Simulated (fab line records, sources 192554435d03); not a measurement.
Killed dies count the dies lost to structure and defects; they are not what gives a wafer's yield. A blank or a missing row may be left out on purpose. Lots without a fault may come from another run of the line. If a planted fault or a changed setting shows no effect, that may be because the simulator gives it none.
Which of the tools did it? :: flow n5 finfet :: 24 lots, 72 wafers sampled, at 5 steps of a route of 1938

WHAT THE GAUGES SHOWED, per wafer
N5_BEOL_M4_CD_MEAS_11 targets a cd of 16.79 nm.
lot: L074
measured: day 7 17:02
on: cd sem-01
cd nm (nm): 17.03 16.93 17.19

lot: L076
measured: day 7 23:19
on: cd sem-03
cd nm (nm): 16.91 17.21 17.02

lot: L075
measured: day 7 23:53
on: cd sem-02
cd nm (nm): 16.55 16.63 16.52

lot: L077
measured: day 8 04:44
on: cd sem-01
cd nm (nm): 16.64 16.90 17.07

lot: L078
measured: day 8 05:58
on: cd sem-03
cd nm (nm): 17.23 16.96 16.87

lot: L079
measured: day 8 16:19
on: cd sem-03
cd nm (nm): 16.88 16.98 16.83

lot: L080
measured: day 9 03:20
on: cd sem-03
cd nm (nm): 17.04 16.73 17.01

lot: L081
measured: day 9 07:58
on: cd sem-01
cd nm (nm): 16.83 16.90 17.01

lot: L082
measured: day 9 15:42
on: cd sem-02
cd nm (nm): 16.91 16.60 16.77

lot: L083
measured: day 9 21:53
on: cd sem-02
cd nm (nm): 16.96 17.21 16.79

lot: L084
measured: day 10 02:37
on: cd sem-01
cd nm (nm): 16.71 16.89 16.43

lot: L085
measured: day 10 11:44
on: cd sem-03
cd nm (nm): 16.59 16.80 16.81

lot: L086
measured: day 10 11:34
on: cd sem-02
cd nm (nm): 16.59 16.76 16.93

lot: L087
measured: day 10 16:41
on: cd sem-03
cd nm (nm): 16.68 16.83 16.90

lot: L088
measured: day 10 18:03
on: cd sem-01
cd nm (nm): 16.80 17.16 16.90

lot: L089
measured: day 11 01:32
on: cd sem-03
cd nm (nm): 16.75 16.23 16.86

lot: L091
measured: day 11 15:31
on: cd sem-01
cd nm (nm): 16.96 17.10 16.83

lot: L090
measured: day 12 02:38
on: cd sem-01
cd nm (nm): 16.45 16.85 17.06

lot: L092
measured: day 12 07:27
on: cd sem-02
cd nm (nm): 16.94 16.69 16.71

lot: L093
measured: day 12 09:35
on: cd sem-01
cd nm (nm): 16.73 16.76 16.99

lot: L094
measured: day 12 12:32
on: cd sem-03
cd nm (nm): 16.57 16.49 16.88

lot: L095
measured: day 12 22:49
on: cd sem-03
cd nm (nm): 16.38 16.68 16.79

lot: L096
measured: day 13 00:09
on: cd sem-02
cd nm (nm): 16.69 17.04 16.82

lot: L097
measured: day 13 08:53
on: cd sem-03
cd nm (nm): 16.73 16.86 16.78

N5_BEOL_M4_OCD_MEAS_38.
lot: L074
measured: day 7 19:40
on: ocd-01
trench depth nm (nm): 54.9 54.8 54.7

lot: L076
measured: day 8 04:09
on: ocd-02
trench depth nm (nm): 54.1 56.7 56.4

lot: L075
measured: day 8 04:20
on: ocd-01
trench depth nm (nm): 55.1 54.6 55.0

lot: L077
measured: day 8 14:27
on: ocd-02
trench depth nm (nm): 56.3 56.6 55.6

lot: L078
measured: day 8 14:37
on: ocd-02
trench depth nm (nm): 55.0 55.6 54.4

lot: L079
measured: day 8 18:36
on: ocd-01
trench depth nm (nm): 54.5 56.9 55.1

lot: L080
measured: day 9 11:35
on: ocd-02
trench depth nm (nm): 55.2 54.4 53.3

lot: L081
measured: day 9 11:50
on: ocd-02
trench depth nm (nm): 55.6 55.1 55.1

lot: L082
measured: day 9 18:01
on: ocd-01
trench depth nm (nm): 55.9 57.2 55.3

lot: L083
measured: day 10 03:05
on: ocd-01
trench depth nm (nm): 55.9 55.5 55.9

lot: L084
measured: day 10 10:01
on: ocd-01
trench depth nm (nm): 55.5 54.4 54.5

lot: L085
measured: day 10 16:30
on: ocd-01
trench depth nm (nm): 55.5 55.7 56.0

lot: L086
measured: day 10 16:20
on: ocd-01
trench depth nm (nm): 54.6 55.5 55.2

lot: L087
measured: day 11 00:19
on: ocd-01
trench depth nm (nm): 55.4 55.0 55.8

lot: L088
measured: day 11 00:24
on: ocd-02
trench depth nm (nm): 55.6 55.1 55.1

lot: L089
measured: day 11 08:40
on: ocd-01
trench depth nm (nm): 56.3 54.6 55.1

lot: L091
measured: day 11 21:58
on: ocd-01
trench depth nm (nm): 55.2 54.9 55.4

lot: L090
measured: day 12 05:50
on: ocd-02
trench depth nm (nm): 55.5 55.6 55.1

lot: L092
measured: day 12 10:02
on: ocd-02
trench depth nm (nm): 54.9 55.2 55.2

lot: L093
measured: day 12 12:07
on: ocd-02
trench depth nm (nm): 57.2 55.8 55.9

lot: L094
measured: day 12 15:34
on: ocd-01
trench depth nm (nm): 55.9 55.5 55.1

lot: L095
measured: day 13 11:05
on: ocd-01
trench depth nm (nm): 56.1 54.6 55.3

lot: L096
measured: day 13 02:55
on: ocd-01
trench depth nm (nm): 56.1 56.6 55.1

lot: L097
measured: day 13 14:23
on: ocd-01
trench depth nm (nm): 55.4 54.1 54.8

EACH LOT AND THE TOOL THAT RAN IT (in order: tool; ch and the chambers of the sampled wafers; start)
lot: L074
N5_BEOL_M3_ETCH_41: rie diel-03 ch 0,3, day 7 17:02 or earlier
N5_BEOL_M4_DESCUM_33: rie diel-01 ch 0,1,2, day 7 18:02
N5_BEOL_M4_STRIP_97: rie diel-06 ch 0,1,3, day 7 19:40 or earlier

lot: L076
N5_BEOL_M3_ETCH_41: rie diel-05 ch 0,1,3, day 7 23:19 or earlier
N5_BEOL_M4_DESCUM_33: rie diel-01 ch 0,2,3, day 8 00:20
N5_BEOL_M4_STRIP_97: rie diel-01 ch 0,1,2, day 8 04:09 or earlier

lot: L075
N5_BEOL_M3_ETCH_41: rie diel-02 ch 0,2,3, day 7 23:53 or earlier
N5_BEOL_M4_DESCUM_33: rie diel-06 ch 1,2,3, day 8 01:04
N5_BEOL_M4_STRIP_97: rie diel-06 ch 0,1,3, day 8 04:20 or earlier

lot: L077
N5_BEOL_M3_ETCH_41: rie diel-02 ch 0,3, day 8 04:44 or earlier
N5_BEOL_M4_DESCUM_33: rie diel-04 ch 1,2, day 8 05:44
N5_BEOL_M4_STRIP_97: rie diel-01 ch 1,2, day 8 14:27 or earlier

lot: L078
N5_BEOL_M3_ETCH_41: rie diel-03 ch 0,2,3, day 8 05:58 or earlier
N5_BEOL_M4_DESCUM_33: rie diel-04 ch 0,1,3, day 8 06:58
N5_BEOL_M4_STRIP_97: rie diel-06 ch 0,1,2, day 8 14:37 or earlier

lot: L079
N5_BEOL_M3_ETCH_41: rie diel-05 ch 0,2,3, day 8 16:19 or earlier
N5_BEOL_M4_DESCUM_33: rie diel-01 ch 0,2,3, day 8 17:29
N5_BEOL_M4_STRIP_97: rie diel-01 ch 0,2,3, day 8 18:36 or earlier

lot: L080
N5_BEOL_M3_ETCH_41: rie diel-02 ch 1,2, day 9 03:20 or earlier
N5_BEOL_M4_DESCUM_33: rie diel-06 ch 2,3, day 9 04:28
N5_BEOL_M4_STRIP_97: rie diel-04 ch 0,1,3, day 9 11:35 or earlier

lot: L081
N5_BEOL_M3_ETCH_41: rie diel-02 ch 0,1, day 9 07:58 or earlier
N5_BEOL_M4_DESCUM_33: rie diel-04 ch 2,3, day 9 09:07
N5_BEOL_M4_STRIP_97: rie diel-06 ch 0,2,3, day 9 11:50 or earlier

lot: L082
N5_BEOL_M3_ETCH_41: rie diel-02 ch 1,2,3, day 9 15:42 or earlier
N5_BEOL_M4_DESCUM_33: rie diel-04 ch 1,3, day 9 16:59
N5_BEOL_M4_STRIP_97: rie diel-01 ch 0,1,3, day 9 18:01 or earlier

lot: L083
N5_BEOL_M3_ETCH_41: rie diel-03 ch 0,2,3, day 9 21:53 or earlier
N5_BEOL_M4_DESCUM_33: rie diel-06 ch 0,1,3, day 9 23:13
N5_BEOL_M4_STRIP_97: rie diel-04 ch 2,3, day 10 03:05 or earlier

lot: L084
N5_BEOL_M3_ETCH_41: rie diel-03 ch 0,2,3, day 10 02:37 or earlier
N5_BEOL_M4_DESCUM_33: rie diel-06 ch 0,2,3, day 10 03:47
N5_BEOL_M4_STRIP_97: rie diel-04 ch 1,2, day 10 10:01 or earlier

lot: L085
N5_BEOL_M3_ETCH_41: rie diel-02 ch 2,3, day 10 11:44 or earlier
N5_BEOL_M4_DESCUM_33: rie diel-04 ch 2,3, day 10 13:10
N5_BEOL_M4_STRIP_97: rie diel-06 ch 1,2,3, day 10 16:30 or earlier

lot: L086
N5_BEOL_M3_ETCH_41: rie diel-05 ch 0,3, day 10 11:34 or earlier
N5_BEOL_M4_DESCUM_33: rie diel-06 ch 1,2,3, day 10 12:42
N5_BEOL_M4_STRIP_97: rie diel-01 ch 1,2, day 10 16:20 or earlier

lot: L087
N5_BEOL_M3_ETCH_41: rie diel-02 ch 0,2,3, day 10 16:41 or earlier
N5_BEOL_M4_DESCUM_33: rie diel-01 ch 0,1,2, day 10 17:48
N5_BEOL_M4_STRIP_97: rie diel-04 ch 2,3, day 11 00:19 or earlier

lot: L088
N5_BEOL_M3_ETCH_41: rie diel-05 ch 0,2,3, day 10 18:03 or earlier
N5_BEOL_M4_DESCUM_33: rie diel-04 ch 0,1,2, day 10 19:13
N5_BEOL_M4_STRIP_97: rie diel-06 ch 0,1,2, day 11 00:24 or earlier

lot: L089
N5_BEOL_M3_ETCH_41: rie diel-02 ch 1,2, day 11 01:32 or earlier
N5_BEOL_M4_DESCUM_33: rie diel-01 ch 0,3, day 11 02:33
N5_BEOL_M4_STRIP_97: rie diel-01 ch 0,2,3, day 11 08:40 or earlier

lot: L091
N5_BEOL_M3_ETCH_41: rie diel-03 ch 0,1,3, day 11 15:31 or earlier
N5_BEOL_M4_DESCUM_33: rie diel-04 ch 1,2, day 11 16:41
N5_BEOL_M4_STRIP_97: rie diel-06 ch 0,2, day 11 21:58 or earlier

lot: L090
N5_BEOL_M3_ETCH_41: rie diel-05 ch 2,3, day 12 02:38 or earlier
N5_BEOL_M4_DESCUM_33: rie diel-04 ch 1,3, day 12 03:41
N5_BEOL_M4_STRIP_97: rie diel-04 ch 2,3, day 12 05:50 or earlier

lot: L092
N5_BEOL_M3_ETCH_41: rie diel-03 ch 0,1,2, day 12 07:27 or earlier
N5_BEOL_M4_DESCUM_33: rie diel-04 ch 1,2,3, day 12 08:57
N5_BEOL_M4_STRIP_97: rie diel-06 ch 0,3, day 12 10:02 or earlier

lot: L093
N5_BEOL_M3_ETCH_41: rie diel-03 ch 1,2,3, day 12 09:35 or earlier
N5_BEOL_M4_DESCUM_33: rie diel-01 ch 1,2,3, day 12 10:50
N5_BEOL_M4_STRIP_97: rie diel-01 ch 0,1,3, day 12 12:07 or earlier

lot: L094
N5_BEOL_M3_ETCH_41: rie diel-05 ch 1,2,3, day 12 12:32 or earlier
N5_BEOL_M4_DESCUM_33: rie diel-01 ch 1,2,3, day 12 13:32
N5_BEOL_M4_STRIP_97: rie diel-01 ch 1,2, day 12 15:34 or earlier

lot: L095
N5_BEOL_M3_ETCH_41: rie diel-02 ch 1,2, day 12 22:49 or earlier
N5_BEOL_M4_DESCUM_33: rie diel-06 ch 0,2,3, day 13 00:41
N5_BEOL_M4_STRIP_97: rie diel-04 ch 0,1, day 13 11:05 or earlier

lot: L096
N5_BEOL_M3_ETCH_41: rie diel-03 ch 1,2, day 13 00:09 or earlier
N5_BEOL_M4_DESCUM_33: rie diel-06 ch 0,2,3, day 13 01:26
N5_BEOL_M4_STRIP_97: rie diel-01 ch 0,2,3, day 13 02:55 or earlier

lot: L097
N5_BEOL_M3_ETCH_41: rie diel-03 ch 0,2, day 13 08:53 or earlier
N5_BEOL_M4_DESCUM_33: rie diel-01 ch 0,1,3, day 13 09:53
N5_BEOL_M4_STRIP_97: rie diel-06 ch 0,2,3, day 13 14:23 or earlier
- N5_BEOL_M3_ETCH_41: etches SiCN in CH3F/O2, target depth 29.9 nm, time 52.5 s.
- N5_BEOL_M4_DESCUM_33: chemistry O2, time 7 s.
- N5_BEOL_M4_STRIP_97: strips in N2/H2, time 10 s.

WHAT THE TOOLS THEMSELVES READ (means of the sampled wafers that have a number; where no wafer has one, the mark that the record gives instead)
N5_BEOL_M3_ETCH_41.
lot: L074
tool: rie diel-03
drypump motor current A (A): 5.4
oes product au (a.u.): 0.78
rf vpp V (V): 297.1
showerhead plenum p Torr (Torr): 2.00
throttle valve pct (%): 16.21

lot: L076
tool: rie diel-05
drypump motor current A (A): 5.6
oes product au (a.u.): 0.71
rf vpp V (V): 296.0
showerhead plenum p Torr (Torr): 1.99
throttle valve pct (%): 16.46

lot: L075
tool: rie diel-02
drypump motor current A (A): 5.6
oes product au (a.u.): 0.81
rf vpp V (V): 298.3
showerhead plenum p Torr (Torr): 2.06
throttle valve pct (%): 16.18

lot: L077
tool: rie diel-02
drypump motor current A (A): 5.8
oes product au (a.u.): 0.81
rf vpp V (V): 300.2
showerhead plenum p Torr (Torr): 2.09
throttle valve pct (%): 16.18

lot: L078
tool: rie diel-03
drypump motor current A (A): 5.2
oes product au (a.u.): 0.84
rf vpp V (V): 298.7
showerhead plenum p Torr (Torr): 2.02
throttle valve pct (%): 16.23

lot: L079
tool: rie diel-05
drypump motor current A (A): 6.1
oes product au (a.u.): 0.70
rf vpp V (V): 295.7
showerhead plenum p Torr (Torr): 1.93
throttle valve pct (%): 16.61

lot: L080
tool: rie diel-02
drypump motor current A (A): 5.3
oes product au (a.u.): 0.80
rf vpp V (V): 297.3
showerhead plenum p Torr (Torr): 2.00
throttle valve pct (%): 16.27

lot: L081
tool: rie diel-02
drypump motor current A (A): 5.6
oes product au (a.u.): 0.88
rf vpp V (V): 299.2
showerhead plenum p Torr (Torr): 2.06
throttle valve pct (%): 15.93

lot: L082
tool: rie diel-02
drypump motor current A (A): 5.5
oes product au (a.u.): 0.79
rf vpp V (V): 298.2
showerhead plenum p Torr (Torr): 2.03
throttle valve pct (%): 16.27

lot: L083
tool: rie diel-03
drypump motor current A (A): 5.2
oes product au (a.u.): 0.81
rf vpp V (V): 298.0
showerhead plenum p Torr (Torr): 2.02
throttle valve pct (%): 16.25

lot: L084
tool: rie diel-03
drypump motor current A (A): 5.2
oes product au (a.u.): 0.81
rf vpp V (V): 298.1
showerhead plenum p Torr (Torr): 2.02
throttle valve pct (%): 16.25

lot: L085
tool: rie diel-02
drypump motor current A (A): 5.4
oes product au (a.u.): 0.75
rf vpp V (V): 297.4
showerhead plenum p Torr (Torr): 2.02
throttle valve pct (%): 16.41

lot: L086
tool: rie diel-05
drypump motor current A (A): 5.8
oes product au (a.u.): 0.72
rf vpp V (V): 295.8
showerhead plenum p Torr (Torr): 1.94
throttle valve pct (%): 16.59

lot: L087
tool: rie diel-02
drypump motor current A (A): 5.6
oes product au (a.u.): 0.79
rf vpp V (V): 298.4
showerhead plenum p Torr (Torr): 2.06
throttle valve pct (%): 16.21

lot: L088
tool: rie diel-05
drypump motor current A (A): 6.1
oes product au (a.u.): 0.70
rf vpp V (V): 295.8
showerhead plenum p Torr (Torr): 1.93
throttle valve pct (%): 16.63

lot: L089
tool: rie diel-02
drypump motor current A (A): 5.3
oes product au (a.u.): 0.82
rf vpp V (V): 298.0
showerhead plenum p Torr (Torr): 2.01
throttle valve pct (%): 16.16

lot: L091
tool: rie diel-03
drypump motor current A (A): 5.4
oes product au (a.u.): 0.76
rf vpp V (V): 298.3
showerhead plenum p Torr (Torr): 2.00
throttle valve pct (%): 16.28

lot: L090
tool: rie diel-05
drypump motor current A (A): 5.8
oes product au (a.u.): 0.71
rf vpp V (V): 294.4
showerhead plenum p Torr (Torr): 1.90
throttle valve pct (%): 16.58

lot: L092
tool: rie diel-03
drypump motor current A (A): 5.3
oes product au (a.u.): 0.82
rf vpp V (V): 297.0
showerhead plenum p Torr (Torr): 2.02
throttle valve pct (%): 16.23

lot: L093
tool: rie diel-03
drypump motor current A (A): 5.2
oes product au (a.u.): 0.78
rf vpp V (V): 297.3
showerhead plenum p Torr (Torr): 2.01
throttle valve pct (%): 16.30

lot: L094
tool: rie diel-05
drypump motor current A (A): 5.6
oes product au (a.u.): 0.69
rf vpp V (V): 297.3
showerhead plenum p Torr (Torr): 1.95
throttle valve pct (%): 16.51

lot: L095
tool: rie diel-02
drypump motor current A (A): 5.3
oes product au (a.u.): 0.78
rf vpp V (V): 297.4
showerhead plenum p Torr (Torr): 1.99
throttle valve pct (%): 16.30

lot: L096
tool: rie diel-03
drypump motor current A (A): 5.2
oes product au (a.u.): 0.81
rf vpp V (V): 298.5
showerhead plenum p Torr (Torr): 2.02
throttle valve pct (%): 16.25

lot: L097
tool: rie diel-03
drypump motor current A (A): 5.3
oes product au (a.u.): 0.81
rf vpp V (V): 298.2
showerhead plenum p Torr (Torr): 2.01
throttle valve pct (%): 16.23

N5_BEOL_M4_DESCUM_33.
lot: L074
tool: rie diel-01
drypump motor current A (A): 5.2
oes product au (a.u.): 0.88
rf vpp V (V): 243.9
showerhead plenum p Torr (Torr): 2.09
throttle valve pct (%): 20.31

lot: L076
tool: rie diel-01
drypump motor current A (A): 5.6
oes product au (a.u.): 0.86
rf vpp V (V): 243.4
showerhead plenum p Torr (Torr): 2.12
throttle valve pct (%): 20.41

lot: L075
tool: rie diel-06
drypump motor current A (A): 5.8
oes product au (a.u.): 0.80
rf vpp V (V): 243.0
showerhead plenum p Torr (Torr): 2.09
throttle valve pct (%): 20.40

lot: L077
tool: rie diel-04
drypump motor current A (A): 5.9
oes product au (a.u.): 0.78
rf vpp V (V): 243.6
showerhead plenum p Torr (Torr): 2.12
throttle valve pct (%): 20.37

lot: L078
tool: rie diel-04
drypump motor current A (A): 5.6
oes product au (a.u.): 0.71
rf vpp V (V): 241.3
showerhead plenum p Torr (Torr): 2.04
throttle valve pct (%): 20.48

lot: L079
tool: rie diel-01
drypump motor current A (A): 5.6
oes product au (a.u.): 0.85
rf vpp V (V): 243.1
showerhead plenum p Torr (Torr): 2.12
throttle valve pct (%): 20.42

lot: L080
tool: rie diel-06
drypump motor current A (A): 5.9
oes product au (a.u.): 0.86
rf vpp V (V): 243.8
showerhead plenum p Torr (Torr): 2.09
throttle valve pct (%): 20.35

lot: L081
tool: rie diel-04
drypump motor current A (A): 5.9
oes product au (a.u.): 0.80
rf vpp V (V): 243.0
showerhead plenum p Torr (Torr): 2.07
throttle valve pct (%): 20.22

lot: L082
tool: rie diel-04
drypump motor current A (A): 5.6
oes product au (a.u.): 0.70
rf vpp V (V): 242.2
showerhead plenum p Torr (Torr): 2.04
throttle valve pct (%): 20.33

lot: L083
tool: rie diel-06
drypump motor current A (A): 5.9
oes product au (a.u.): 0.72
rf vpp V (V): 244.2
showerhead plenum p Torr (Torr): 2.14
throttle valve pct (%): 20.54

lot: L084
tool: rie diel-06
drypump motor current A (A): 5.9
oes product au (a.u.): 0.80
rf vpp V (V): 244.2
showerhead plenum p Torr (Torr): 2.14
throttle valve pct (%): 20.47

lot: L085
tool: rie diel-04
drypump motor current A (A): 5.9
oes product au (a.u.): 0.78
rf vpp V (V): 242.8
showerhead plenum p Torr (Torr): 2.06
throttle valve pct (%): 20.25

lot: L086
tool: rie diel-06
drypump motor current A (A): 5.8
oes product au (a.u.): 0.78
rf vpp V (V): 242.8
showerhead plenum p Torr (Torr): 2.09
throttle valve pct (%): 20.45

lot: L087
tool: rie diel-01
drypump motor current A (A): 5.2
oes product au (a.u.): 0.83
rf vpp V (V): 243.3
showerhead plenum p Torr (Torr): 2.08
throttle valve pct (%): 20.35

lot: L088
tool: rie diel-04
drypump motor current A (A): 5.9
oes product au (a.u.): 0.84
rf vpp V (V): 243.6
showerhead plenum p Torr (Torr): 2.11
throttle valve pct (%): 20.44

lot: L089
tool: rie diel-01
drypump motor current A (A): 5.5
oes product au (a.u.): 0.89
rf vpp V (V): 243.5
showerhead plenum p Torr (Torr): 2.14
throttle valve pct (%): 20.58

lot: L091
tool: rie diel-04
drypump motor current A (A): 5.9
oes product au (a.u.): 0.74
rf vpp V (V): 243.3
showerhead plenum p Torr (Torr): 2.11
throttle valve pct (%): 20.39

lot: L090
tool: rie diel-04
drypump motor current A (A): 5.6
oes product au (a.u.): 0.70
rf vpp V (V): 241.8
showerhead plenum p Torr (Torr): 2.01
throttle valve pct (%): 20.29

lot: L092
tool: rie diel-04
drypump motor current A (A): 5.9
oes product au (a.u.): 0.75
rf vpp V (V): 242.6
showerhead plenum p Torr (Torr): 2.08
throttle valve pct (%): 20.35

lot: L093
tool: rie diel-01
drypump motor current A (A): 5.4
oes product au (a.u.): 0.80
rf vpp V (V): 243.3
showerhead plenum p Torr (Torr): 2.08
throttle valve pct (%): 20.29

lot: L094
tool: rie diel-01
drypump motor current A (A): 5.4
oes product au (a.u.): 0.80
rf vpp V (V): 242.7
showerhead plenum p Torr (Torr): 2.08
throttle valve pct (%): 20.28

lot: L095
tool: rie diel-06
drypump motor current A (A): 5.9
oes product au (a.u.): 0.76
rf vpp V (V): 242.9
showerhead plenum p Torr (Torr): 2.12
throttle valve pct (%): 20.52

lot: L096
tool: rie diel-06
drypump motor current A (A): 5.9
oes product au (a.u.): 0.76
rf vpp V (V): 242.6
showerhead plenum p Torr (Torr): 2.12
throttle valve pct (%): 20.52

lot: L097
tool: rie diel-01
drypump motor current A (A): 5.4
oes product au (a.u.): 0.84
rf vpp V (V): 242.8
showerhead plenum p Torr (Torr): 2.10
throttle valve pct (%): 20.42

N5_BEOL_M4_STRIP_97.
lot: L074
tool: rie diel-06
drypump motor current A (A): 5.9
oes product au (a.u.): 0.73
rf vpp V (V): 59.4
showerhead plenum p Torr (Torr): 2.60
throttle valve pct (%): 23.63

lot: L076
tool: rie diel-01
drypump motor current A (A): 5.3
oes product au (a.u.): 0.87
rf vpp V (V): 58.5
showerhead plenum p Torr (Torr): 2.54
throttle valve pct (%): 23.60

lot: L075
tool: rie diel-06
drypump motor current A (A): 5.9
oes product au (a.u.): 0.73
rf vpp V (V): 59.0
showerhead plenum p Torr (Torr): 2.60
throttle valve pct (%): 23.64

lot: L077
tool: rie diel-01
drypump motor current A (A): 5.1
oes product au (a.u.): 0.85
rf vpp V (V): 59.6
showerhead plenum p Torr (Torr): 2.50
throttle valve pct (%): 23.44

lot: L078
tool: rie diel-06
drypump motor current A (A): 5.4
oes product au (a.u.): 0.80
rf vpp V (V): 59.8
showerhead plenum p Torr (Torr): 2.55
throttle valve pct (%): 23.59

lot: L079
tool: rie diel-01
drypump motor current A (A): 5.6
oes product au (a.u.): 0.86
rf vpp V (V): 60.3
showerhead plenum p Torr (Torr): 2.58
throttle valve pct (%): 23.63

lot: L080
tool: rie diel-04
drypump motor current A (A): 5.6
oes product au (a.u.): 0.70
rf vpp V (V): 58.8
showerhead plenum p Torr (Torr): 2.47
throttle valve pct (%): 23.80

lot: L081
tool: rie diel-06
drypump motor current A (A): 5.9
oes product au (a.u.): 0.80
rf vpp V (V): 59.7
showerhead plenum p Torr (Torr): 2.59
throttle valve pct (%): 23.55

lot: L082
tool: rie diel-01
drypump motor current A (A): 5.3
oes product au (a.u.): 0.91
rf vpp V (V): 59.8
showerhead plenum p Torr (Torr): 2.56
throttle valve pct (%): 23.61

lot: L083
tool: rie diel-04
drypump motor current A (A): 5.9
oes product au (a.u.): 0.79
rf vpp V (V): 58.7
showerhead plenum p Torr (Torr): 2.51
throttle valve pct (%): 23.55

lot: L084
tool: rie diel-04
drypump motor current A (A): 5.9
oes product au (a.u.): 0.76
rf vpp V (V): 59.4
showerhead plenum p Torr (Torr): 2.58
throttle valve pct (%): 23.85

lot: L085
tool: rie diel-06
drypump motor current A (A): 5.8
oes product au (a.u.): 0.77
rf vpp V (V): 60.0
showerhead plenum p Torr (Torr): 2.54
throttle valve pct (%): 23.53

lot: L086
tool: rie diel-01
drypump motor current A (A): 5.3
oes product au (a.u.): 0.76
rf vpp V (V): 58.8
showerhead plenum p Torr (Torr): 2.51
throttle valve pct (%): 23.51

lot: L087
tool: rie diel-04
drypump motor current A (A): 6.2
oes product au (a.u.): 0.83
rf vpp V (V): 59.0
showerhead plenum p Torr (Torr): 2.61
throttle valve pct (%): 23.66

lot: L088
tool: rie diel-06
drypump motor current A (A): 5.4
oes product au (a.u.): 0.77
rf vpp V (V): 59.2
showerhead plenum p Torr (Torr): 2.54
throttle valve pct (%): 23.62

lot: L089
tool: rie diel-01
drypump motor current A (A): 5.6
oes product au (a.u.): 0.82
rf vpp V (V): 59.7
showerhead plenum p Torr (Torr): 2.57
throttle valve pct (%): 23.66

lot: L091
tool: rie diel-06
drypump motor current A (A): 5.5
oes product au (a.u.): 0.78
rf vpp V (V): 58.6
showerhead plenum p Torr (Torr): 2.59
throttle valve pct (%): 23.63

lot: L090
tool: rie diel-04
drypump motor current A (A): 6.2
oes product au (a.u.): 0.82
rf vpp V (V): 60.0
showerhead plenum p Torr (Torr): 2.60
throttle valve pct (%): 23.67

lot: L092
tool: rie diel-06
drypump motor current A (A): 6.4
oes product au (a.u.): 0.72
rf vpp V (V): 59.1
showerhead plenum p Torr (Torr): 2.62
throttle valve pct (%): 23.62

lot: L093
tool: rie diel-01
drypump motor current A (A): 5.4
oes product au (a.u.): 0.87
rf vpp V (V): 58.7
showerhead plenum p Torr (Torr): 2.55
throttle valve pct (%): 23.64

lot: L094
tool: rie diel-01
drypump motor current A (A): 5.3
oes product au (a.u.): 0.75
rf vpp V (V): 58.9
showerhead plenum p Torr (Torr): 2.50
throttle valve pct (%): 23.52

lot: L095
tool: rie diel-04
drypump motor current A (A): 5.6
oes product au (a.u.): 0.95
rf vpp V (V): 59.9
showerhead plenum p Torr (Torr): 2.50
throttle valve pct (%): 23.69

lot: L096
tool: rie diel-01
drypump motor current A (A): 5.5
oes product au (a.u.): 0.80
rf vpp V (V): 58.6
showerhead plenum p Torr (Torr): 2.56
throttle valve pct (%): 23.68

lot: L097
tool: rie diel-06
drypump motor current A (A): 5.9
oes product au (a.u.): 0.77
rf vpp V (V): 60.2
showerhead plenum p Torr (Torr): 2.58
throttle valve pct (%): 23.60

THE ANSWER, worked out from the rows above alone
Rule: usual is defined by the lots themselves. Put in order of their means at a reading, lots are off if they are a third of the lots or fewer, leave a main group of 4 or more, and stand apart from it by a gap of 3 or more times the standard deviation of the main group's means; of several such gaps the widest counts. Not used: any main group whose means are identical at the precision the tables above print for the reading. Also off: a lot with no number at a reading for which 4 or more lots have one. All remaining lots with rows at the step are treated as sound. First the gauges in route order, then the tools' own readings, where a lot's mean is used as printed above. At the first step where some lot is off, the reading lying furthest off is the one used; lots without a number count as furthest.
Across all readings shown, no lot is off: no conclusion can be drawn from this.

WHAT THE SIMULATOR PUT IN
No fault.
